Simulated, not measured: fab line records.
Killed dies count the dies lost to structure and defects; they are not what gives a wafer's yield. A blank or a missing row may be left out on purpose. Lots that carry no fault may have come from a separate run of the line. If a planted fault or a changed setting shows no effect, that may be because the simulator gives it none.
Which tool was responsible? | flow n5Finfet | 24 lots, 72 wafers sampled, at 5 steps of a route of 1938

## WHAT THE GAUGES SHOWED, per wafer
N5_BEOL_M11_INSPECT_30: inspects for defects (brightfield).
lot  | measured     | on               | rawDefectCount
L074 | day 10 12:19 | defectInspect-02 | 322 329 262
L075 | day 11 00:43 | defectInspect-02 | 335 473 331
L076 | day 11 04:17 | defectInspect-02 | 481 393 615
L077 | day 11 06:44 | defectInspect-01 | 465 510 592
L078 | day 11 13:14 | defectInspect-01 | 262 323 494
L079 | day 12 01:25 | defectInspect-01 | 451 297 378
L080 | day 12 08:28 | defectInspect-01 | 376 432 450
L084 | day 12 08:17 | defectInspect-02 | 380 384 473
L081 | day 12 09:56 | defectInspect-01 | 502 595 665
L082 | day 12 14:46 | defectInspect-01 | 549 469 493
L083 | day 13 02:00 | defectInspect-02 | 355 501 554
L086 | day 13 11:40 | defectInspect-01 | 281 244 287
L085 | day 13 11:50 | defectInspect-01 | 565 556 606
L088 | day 14 02:25 | defectInspect-02 | 462 612 568
L087 | day 14 05:35 | defectInspect-01 | 318 271 342
L089 | day 14 07:56 | defectInspect-02 | 451 464 521
L090 | day 14 09:11 | defectInspect-01 | 435 301 405
L092 | day 14 19:44 | defectInspect-02 | 618 766 534
L095 | day 15 03:30 | defectInspect-01 | 447 496 576
L093 | day 15 07:47 | defectInspect-01 | 487 533 456
L094 | day 15 15:01 | defectInspect-02 | 292 294 303
L096 | day 16 01:03 | defectInspect-02 | 601 517 493
L097 | day 16 02:41 | defectInspect-01 | 336 393 382
L091 | day 16 19:40 | defectInspect-02 | 354 521 483

## EACH LOT AND THE TOOL THAT RAN IT (in order: tool; ch and the chambers of the sampled wafers; start)
lot  | N5_BEOL_M10_ALD_74                 | N5_BEOL_M11_CURE_71          | N5_BEOL_M11_HM_OPEN_17           | N5_BEOL_M11_STRIP_19
L074 | aldMetal-03 ch 0,2,3, day 10 03:45 | uvCure-01 ch 0, day 10 07:26 | rieMetal-01 ch 0,1, day 10 11:00 | rieDiel-03 ch 0,1,3, day 10 11:07
L075 | aldMetal-02 ch 0,1, day 10 16:35   | uvCure-03 ch 2, day 10 18:39 | rieMetal-03 ch 0,1, day 10 23:10 | rieDiel-03 ch 0,1,2, day 10 23:18
L076 | aldMetal-03 ch 0,3, day 10 22:40   | uvCure-03 ch 2, day 11 00:28 | rieMetal-02 ch 0,1, day 11 02:32 | rieDiel-05 ch 0,1,2, day 11 02:41
L077 | aldMetal-01 ch 0,1,2, day 11 01:58 | uvCure-02 ch 2, day 11 03:45 | rieMetal-03 ch 0,1, day 11 06:05 | rieDiel-03 ch 0,1, day 11 06:10
L078 | aldMetal-01 ch 0,2, day 11 07:40   | uvCure-01 ch 0, day 11 09:22 | rieMetal-02 ch 0,1, day 11 12:35 | rieDiel-05 ch 1,2, day 11 12:41
L079 | aldMetal-03 ch 0,1,3, day 11 19:24 | uvCure-02 ch 2, day 11 20:59 | rieMetal-02 ch 0,1, day 11 23:14 | rieDiel-03 ch 0,3, day 11 23:30
L080 | aldMetal-03 ch 0,1,3, day 11 23:08 | uvCure-02 ch 2, day 12 02:25 | rieMetal-02 ch 0,1, day 12 05:05 | rieDiel-03 ch 0,1,3, day 12 05:12
L084 | aldMetal-03 ch 0,2,3, day 12 02:46 | uvCure-02 ch 2, day 12 04:37 | rieMetal-02 ch 1, day 12 06:20   | rieDiel-05 ch 0,1,2, day 12 06:27
L081 | aldMetal-01 ch 1,2,3, day 12 03:51 | uvCure-02 ch 2, day 12 05:44 | rieMetal-03 ch 0,1, day 12 09:18 | rieDiel-05 ch 0,1,3, day 12 09:25
L082 | aldMetal-03 ch 0,2, day 12 09:33   | uvCure-03 ch 1, day 12 11:17 | rieMetal-01 ch 0,1, day 12 14:10 | rieDiel-05 ch 0,2,3, day 12 14:21
L083 | aldMetal-01 ch 1,2,3, day 12 19:09 | uvCure-03 ch 2, day 12 22:41 | rieMetal-03 ch 0,1, day 13 01:20 | rieDiel-04 ch 0,1,3, day 13 01:35
L086 | aldMetal-02 ch 0,3, day 13 04:01   | uvCure-01 ch 2, day 13 06:26 | rieMetal-01 ch 0,1, day 13 10:08 | rieDiel-05 ch 1,2,3, day 13 10:20
L085 | aldMetal-01 ch 1,2,3, day 13 05:17 | uvCure-03 ch 0, day 13 07:08 | rieMetal-02 ch 0,1, day 13 10:21 | rieDiel-03 ch 0,3, day 13 10:28
L088 | aldMetal-01 ch 0,1,3, day 13 19:53 | uvCure-01 ch 0, day 13 21:38 | rieMetal-03 ch 0,1, day 14 01:38 | rieDiel-05 ch 0,2,3, day 14 01:58
L087 | aldMetal-03 ch 0,1, day 13 23:32   | uvCure-01 ch 2, day 14 01:16 | rieMetal-03 ch 0,1, day 14 04:19 | rieDiel-05 ch 0,2,3, day 14 04:41
L089 | aldMetal-01 ch 1,2,3, day 14 03:26 | uvCure-02 ch 1, day 14 05:14 | rieMetal-02 ch 0,1, day 14 07:16 | rieDiel-03 ch 1,3, day 14 07:23
L090 | aldMetal-01 ch 0,1,2, day 14 03:42 | uvCure-02 ch 2, day 14 06:29 | rieMetal-01 ch 0,1, day 14 08:26 | rieDiel-03 ch 0,2,3, day 14 08:40
L092 | aldMetal-02 ch 1,2,3, day 14 14:46 | uvCure-03 ch 1, day 14 16:53 | rieMetal-03 ch 0,1, day 14 19:14 | rieDiel-03 ch 1,2,3, day 14 19:19
L095 | aldMetal-03 ch 0,1,2, day 14 21:47 | uvCure-01 ch 0, day 14 23:29 | rieMetal-03 ch 0,1, day 15 01:37 | rieDiel-05 ch 0,1,2, day 15 01:52
L093 | aldMetal-03 ch 0,2,3, day 15 00:46 | uvCure-03 ch 0, day 15 02:50 | rieMetal-02 ch 0, day 15 06:12   | rieDiel-03 ch 1,2,3, day 15 06:29
L094 | aldMetal-01 ch 0,2,3, day 15 09:17 | uvCure-03 ch 0, day 15 11:39 | rieMetal-03 ch 0,1, day 15 13:14 | rieDiel-03 ch 0,1,2, day 15 13:21
L096 | aldMetal-03 ch 0,1,3, day 15 17:08 | uvCure-01 ch 1, day 15 19:56 | rieMetal-01 ch 0,1, day 15 21:52 | rieDiel-03 ch 0,2,3, day 15 21:59
L097 | aldMetal-02 ch 0,2, day 15 20:19   | uvCure-01 ch 1, day 15 22:04 | rieMetal-02 ch 0,1, day 16 02:09 | rieDiel-04 ch 0,2,3, day 16 02:16
L091 | aldMetal-02 ch 2,3, day 16 13:00   | uvCure-03 ch 1, day 16 14:54 | rieMetal-02 ch 0,1, day 16 18:13 | rieDiel-05 ch 1,2,3, day 16 18:19
- N5_BEOL_M10_ALD_74: deposits TaN, target thk 2 nm, pulse time 2 s, purge time 3 s.
- N5_BEOL_M11_CURE_71: cures SiCOH lowk, time 240 s.
- N5_BEOL_M11_HM_OPEN_17: chemistry Cl2/BCl3, target TiN, target depth 20 nm, overetch 6 nm.
- N5_BEOL_M11_STRIP_19: strips in O2.

## AS READ BY THE TOOLS THEMSELVES (means over the sampled wafers that have a number; for cases with no such wafer, the mark the record gives instead)
N5_BEOL_M10_ALD_74.
lot  | tool        | heaterPowerW (W)
L074 | aldMetal-03 | 429
L075 | aldMetal-02 | 423
L076 | aldMetal-03 | 424
L077 | aldMetal-01 | 412
L078 | aldMetal-01 | 412
L079 | aldMetal-03 | 418
L080 | aldMetal-03 | 408
L084 | aldMetal-03 | 432
L081 | aldMetal-01 | 437
L082 | aldMetal-03 | 449
L083 | aldMetal-01 | 434
L086 | aldMetal-02 | 447
L085 | aldMetal-01 | 439
L088 | aldMetal-01 | 465
L087 | aldMetal-03 | 422
L089 | aldMetal-01 | 445
L090 | aldMetal-01 | 419
L092 | aldMetal-02 | 450
L095 | aldMetal-03 | 431
L093 | aldMetal-03 | 432
L094 | aldMetal-01 | 419
L096 | aldMetal-03 | 392
L097 | aldMetal-02 | 418
L091 | aldMetal-02 | 451

N5_BEOL_M11_CURE_71.
lot  | tool      | lampPowerPct (%) | wafer_temp_C_max
L074 | uvCure-01 | 52.31            | 387.3
L075 | uvCure-03 | 52.29            | 387.0
L076 | uvCure-03 | 52.32            | 386.5
L077 | uvCure-02 | 52.40            | 386.7
L078 | uvCure-01 | 52.29            | 387.4
L079 | uvCure-02 | 52.32            | 386.6
L080 | uvCure-02 | 52.34            | 386.6
L084 | uvCure-02 | 52.26            | 386.3
L081 | uvCure-02 | 52.31            | 386.8
L082 | uvCure-03 | 52.34            | 387.5
L083 | uvCure-03 | 52.26            | 386.6
L086 | uvCure-01 | 52.37            | 386.2
L085 | uvCure-03 | 52.36            | 386.3
L088 | uvCure-01 | 52.27            | 387.5
L087 | uvCure-01 | 52.30            | 386.4
L089 | uvCure-02 | 52.26            | 386.9
L090 | uvCure-02 | 52.35            | 387.1
L092 | uvCure-03 | 52.30            | 387.2
L095 | uvCure-01 | 52.31            | 387.5
L093 | uvCure-03 | 52.33            | 386.4
L094 | uvCure-03 | 52.35            | 386.5
L096 | uvCure-01 | 52.30            | 386.3
L097 | uvCure-01 | 52.30            | 386.2
L091 | uvCure-03 | 52.31            | 387.6

N5_BEOL_M11_HM_OPEN_17.
lot  | tool        | drypumpMotorCurrentA (A) | oesProductAu (a.u.) | throttleValvePct (%)
L074 | rieMetal-01 | 6.1                      | 0.60                | 21.85
L075 | rieMetal-03 | 5.5                      | 0.60                | 22.15
L076 | rieMetal-02 | 5.5                      | 0.71                | 21.90
L077 | rieMetal-03 | 5.5                      | 0.61                | 22.15
L078 | rieMetal-02 | 5.7                      | 0.66                | 21.94
L079 | rieMetal-02 | 5.7                      | 0.67                | 21.92
L080 | rieMetal-02 | 5.7                      | 0.66                | 21.95
L084 | rieMetal-02 | 6.0                      | 0.61                | 21.98
L081 | rieMetal-03 | 5.5                      | 0.61                | 22.13
L082 | rieMetal-01 | 6.4                      | 0.61                | 21.79
L083 | rieMetal-03 | 5.7                      | 0.60                | 22.12
L086 | rieMetal-01 | 6.2                      | 0.59                | 21.89
L085 | rieMetal-02 | 5.7                      | 0.65                | 21.94
L088 | rieMetal-03 | 5.5                      | 0.59                | 22.16
L087 | rieMetal-03 | 5.5                      | 0.59                | 22.16
L089 | rieMetal-02 | 5.7                      | 0.64                | 21.95
L090 | rieMetal-01 | 6.2                      | 0.58                | 21.88
L092 | rieMetal-03 | 5.7                      | 0.60                | 22.12
L095 | rieMetal-03 | 5.7                      | 0.60                | 22.12
L093 | rieMetal-02 | 5.2                      | 0.72                | 21.88
L094 | rieMetal-03 | 5.5                      | 0.59                | 22.16
L096 | rieMetal-01 | 6.4                      | 0.61                | 21.79
L097 | rieMetal-02 | 5.7                      | 0.63                | 21.97
L091 | rieMetal-02 | 5.7                      | 0.63                | 21.98

N5_BEOL_M11_STRIP_19.
lot  | tool       | drypumpMotorCurrentA (A) | o2FlowSccm (sccm) | oesProductAu (a.u.) | rfVppV (V) | showerheadPlenumPTorr (Torr) | throttleValvePct (%)
L074 | rieDiel-03 | 5.8                      | 224.9             | 0.78                | 3.4        | 2.11                         | 16.76
L075 | rieDiel-03 | 5.9                      | 225.7             | 0.77                | 3.6        | 2.06                         | 16.68
L076 | rieDiel-05 | 5.7                      | 224.7             | 0.85                | 4.3        | 2.15                         | 16.65
L077 | rieDiel-03 | 5.8                      | 225.6             | 0.72                | 3.2        | 2.02                         | 16.78
L078 | rieDiel-05 | 5.3                      | 225.7             | 0.84                | 4.0        | 2.21                         | 16.51
L079 | rieDiel-03 | 5.9                      | 224.9             | 0.84                | 3.1        | 2.17                         | 16.76
L080 | rieDiel-03 | 5.8                      | 224.8             | 0.78                | 3.3        | 2.10                         | 16.78
L084 | rieDiel-05 | 5.7                      | 225.4             | 0.83                | 3.7        | 2.15                         | 16.67
L081 | rieDiel-05 | 5.6                      | 225.3             | 0.88                | 3.5        | 2.10                         | 16.53
L082 | rieDiel-05 | 5.7                      | 225.0             | 0.88                | 3.6        | 2.10                         | 16.57
L083 | rieDiel-04 | 5.9                      | 225.3             | 0.75                | 3.6        | 2.03                         | 16.78
L086 | rieDiel-05 | 5.3                      | 225.2             | 0.86                | 4.2        | 2.16                         | 16.44
L085 | rieDiel-03 | 5.6                      | 224.8             | 0.78                | 3.6        | 2.13                         | 16.83
L088 | rieDiel-05 | 5.7                      | 225.0             | 0.84                | 3.4        | 2.10                         | 16.60
L087 | rieDiel-05 | 5.7                      | 224.0             | 0.86                | 3.9        | 2.10                         | 16.61
L089 | rieDiel-03 | 6.0                      | 224.4             | 0.75                | 4.1        | 2.06                         | 16.78
L090 | rieDiel-03 | 5.9                      | 224.8             | 0.79                | 3.4        | 2.13                         | 16.70
L092 | rieDiel-03 | 6.1                      | 224.7             | 0.78                | 3.8        | 2.10                         | 16.70
L095 | rieDiel-05 | 5.7                      | 225.0             | 0.80                | 3.1        | 2.14                         | 16.71
L093 | rieDiel-03 | 6.1                      | 225.0             | 0.78                | 3.6        | 2.10                         | 16.70
L094 | rieDiel-03 | 5.9                      | 225.0             | 0.72                | 3.8        | 2.05                         | 16.75
L096 | rieDiel-03 | 5.9                      | 224.5             | 0.78                | 3.9        | 2.13                         | 16.75
L097 | rieDiel-04 | 5.7                      | 224.8             | 0.71                | 3.2        | 2.08                         | 16.66
L091 | rieDiel-05 | 5.3                      | 225.1             | 0.82                | 3.7        | 2.14                         | 16.51

## THE ANSWER, worked out from the rows above alone
Rule: usual is defined by the lots themselves. The widest of any qualifying gaps counts: lots, ordered by their means at a reading, are off when they make up no more than a third of the lots, leave a main group of 4 or more, and stand apart from it by 3 or more times the standard deviation of that group's means. A main group whose means are all the same, to the digits that the tables above print for the reading, isn't used. A lot without any number at a reading at which 4 lots or more have one is off too. The other lots that the step has rows for count as sound. Order of review: gauges by route order, followed by the tools' own readings, for which a lot's mean as printed above is used. At the first step where some lot is off, the reading lying furthest off is the one used; lots without a number count as furthest.
None of the lots is off at any reading shown; this tells nothing.

## WHAT HAD BEEN PUT IN BY THE SIMULATOR
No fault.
